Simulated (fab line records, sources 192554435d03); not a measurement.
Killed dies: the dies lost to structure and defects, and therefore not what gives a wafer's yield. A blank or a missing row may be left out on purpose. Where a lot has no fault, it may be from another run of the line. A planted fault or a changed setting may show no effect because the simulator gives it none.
Struck lot and sound lot, side by side -- flow n5-finfet -- 22 out of 1938 route steps
Sound: wafers L463.2, L463.4, L463.5. Wafers struck: L455.2, L455.5, L455.6. At the end, the cause is stated.
Each step with rows lists, per side, the tool, then ch with its chambers, then its first start. Under that, the readings that differ: sound wafers -- struck wafers -- difference of the means -- sigmas: that difference in standard deviations of wafers without a fault.
alike: words and numbers the same on both sides, and readings whose means are apart by under 2 such deviations; not compared: readings that were withheld, readings missing a value for some wafer, numbers with overlapping values and no deviation given by the record, and bounds like >300 which may hide the same value.
Wherever a step has rows on one side only, a row that says differs or no value, or a row with sigmas, the two part there. Numbers that don't overlap but have no deviation are shown without sigmas and don't part them. A reading missing from all wafers of one side parts the sides only when that side holds two or more wafers.

first, 8 steps without rows for these wafers: N5_BEOL_M12_SPUTTER_44 (material Ta, target thk 10 nm, time 16.13 s); N5_BEOL_M12_SPUTTER_45 (material Cu, target thk 80 nm, time 13.33 s); N5_BEOL_M12_ECD_47 (material Cu, target thk 720 nm); N5_BEOL_M12_ANNEAL_48 (time 90 s); N5_BEOL_M12_CMP_49 (polishes, stops on SiOC, t overpolish 20.6 s, target thk 320 nm); N5_BEOL_M12_PRE_CLEAN_52 (time 15 s); N5_BEOL_M12_DEP_53 (deposits SiCN from 3MS/NH3, target thk 30 nm, time 10.5 s); N5_BEOL_M13_ILD_DEP_00 (deposits SiOC from DEMS/O2, target thk 837.92 nm, time 166.4 s).
N5_BEOL_M13_COAT_58: time 60 s, resist thk 89 nm.
  sound on litho-track-02 ch 0, day 16 06:22; struck on litho-track-04 ch 0, day 14 14:07
reading,sound,struck,difference,sigmas
spin-speed-rpm (rpm),1500.8 1500.4 1501.0,1311.9 1313.4 1312.6,-188.1,-99 or more
model.BARC_of_BEOL_M13_COAT_58.thk-nm (nm),88.8 88.6 88.8,95.6 95.6 95.6,+6.9,
  alike: chill-plate-temp-C
then, 8 steps without rows for these wafers: N5_BEOL_M13_COAT_04 (resist thk 400 nm); N5_BEOL_M13_EBR_06; N5_BEOL_M13_SOFTBAKE_05 (time 60 s); N5_BEOL_M13_EXPOSE_07 (exposes mask V12); N5_BEOL_M13_PEB_08 (peb time 90 s); N5_BEOL_M13_DEVELOP_09 (develop time 45 s); N5_BEOL_M13_HARDBAKE_14 (time 120 s); N5_BEOL_M13_DESCUM_15 (chemistry O2, time 7.9 s).
N5_BEOL_M13_ETCH_59: etches BARC in N2/H2, target depth 89 nm, overetch 26.7 nm, time 67.9 s.
  sound on rie-diel-01 ch 1,2, day 16 06:45; struck on rie-diel-04 ch 0,2,3, day 14 14:38
reading,sound,struck,difference,sigmas
model.etch.depth-nm (nm),88.78 88.56 88.7,95.53 95.51 95.66,+6.89,
  alike: drypump-motor-current-A, oes-product-au, rf-vpp-V, showerhead-plenum-p-Torr, throttle-valve-pct
  not compared: rf-hours-counter-h
then, 2 steps without rows for these wafers: N5_BEOL_M13_VIA_ETCH_16 (etches SiOC in C4F8/O2/Ar, target depth 921.7 nm); N5_BEOL_M13_STRIP_63 (strips in N2/H2).
N5_BEOL_M13_STRIP_64: strips in N2/H2.
  sound on plasma-asher-01 ch 1, day 16 07:08; struck on plasma-asher-01 ch 0,1, day 14 14:59
reading,sound,struck,difference,sigmas
strip-time-to-endpoint-s (s),31.24 31.19 31.22,33.17 33.18 33.20,+1.97,+27
  alike: drypump-motor-current-A, heater-power-w, oes-product-au
  not compared: rf-hours-counter-h
then, 1 step without rows for these wafers: N5_BEOL_M13_STRIP_71 (strips in post etch residue remover, time 60 s).

== WHERE THEY PART ==
First at N5_BEOL_M13_COAT_58; last, within this record, at N5_BEOL_M13_STRIP_64.

WHY: the cause the simulator had injected
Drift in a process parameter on litho-track-04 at N5_BEOL_M13_COAT_58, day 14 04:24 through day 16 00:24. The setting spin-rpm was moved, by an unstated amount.
